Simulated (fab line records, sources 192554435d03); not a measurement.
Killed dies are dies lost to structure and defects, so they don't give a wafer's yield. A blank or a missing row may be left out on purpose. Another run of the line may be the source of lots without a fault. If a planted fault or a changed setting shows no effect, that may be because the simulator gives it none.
Chamber matching :: flow n5 finfet :: N5_GATE_CUT_HM_DEP_46 on pecvd-03 has 3 sister chambers
The step deposits SiO2 from TEOS/O2, target thk 130 nm, time 26.6 s. 6 wafers are shown with their chamber, then 9 later ones without.

## WAFERS WITH THEIR CHAMBER
wafer: L084.1
chamber: 0
throttle valve pct (%): 18.3
showerhead plenum p Torr (Torr): 8.23

wafer: L084.3
chamber: 1
throttle valve pct (%): 19.0
showerhead plenum p Torr (Torr): 8.34

wafer: L084.4
chamber: 2
throttle valve pct (%): 17.5
showerhead plenum p Torr (Torr): 8.42

wafer: L086.1
chamber: 2
throttle valve pct (%): 17.5
showerhead plenum p Torr (Torr): 8.43

wafer: L086.2
chamber: 1
throttle valve pct (%): 18.9
showerhead plenum p Torr (Torr): 8.36

wafer: L086.6
chamber: 0
throttle valve pct (%): 18.4
showerhead plenum p Torr (Torr): 8.21

## WAFERS WITHOUT THEIR CHAMBER
wafer: L088.1
throttle valve pct (%): 19.0
showerhead plenum p Torr (Torr): 8.34

wafer: L088.3
throttle valve pct (%): 18.2
showerhead plenum p Torr (Torr): 8.22

wafer: L088.5
throttle valve pct (%): 18.3
showerhead plenum p Torr (Torr): 8.22

wafer: L089.3
throttle valve pct (%): 17.0
showerhead plenum p Torr (Torr): 8.42

wafer: L089.5
throttle valve pct (%): 17.5
showerhead plenum p Torr (Torr): 8.41

wafer: L089.6
throttle valve pct (%): 18.9
showerhead plenum p Torr (Torr): 8.37

wafer: L096.1
throttle valve pct (%): 18.2
showerhead plenum p Torr (Torr): 8.22

wafer: L096.5
throttle valve pct (%): 19.0
showerhead plenum p Torr (Torr): 8.34

wafer: L096.6
throttle valve pct (%): 18.3
showerhead plenum p Torr (Torr): 8.22

## WHICH CHAMBER EACH WENT THROUGH
wafer: L088.1
from the rows above: 1
in truth: 1

wafer: L088.3
from the rows above: 0
in truth: 0

wafer: L088.5
from the rows above: 0
in truth: 0

wafer: L089.3
from the rows above: 2
in truth: 2

wafer: L089.5
from the rows above: 2
in truth: 2

wafer: L089.6
from the rows above: 1
in truth: 1

wafer: L096.1
from the rows above: 0
in truth: 0

wafer: L096.5
from the rows above: 1
in truth: 1

wafer: L096.6
from the rows above: 0
in truth: 0
Correctly placed: 9 of 9. From these rows, 0 cannot be placed. 0 placed wrongly.
How it was worked out, from the rows above alone: a wafer's distance from a chamber is the root of the sum, over the readings, of the square of ((its reading less the chamber's mean) divided by the reading's scatter). The wafer belongs to the nearest chamber; if the next one is less than 2 further off, it can't be placed. Each chamber's mean is taken over the wafers shown for it. How the scatter is found: for the shown wafers, subtract from each reading the mean of its chamber, square and add these, divide the total by (wafers less chambers), then take the root.
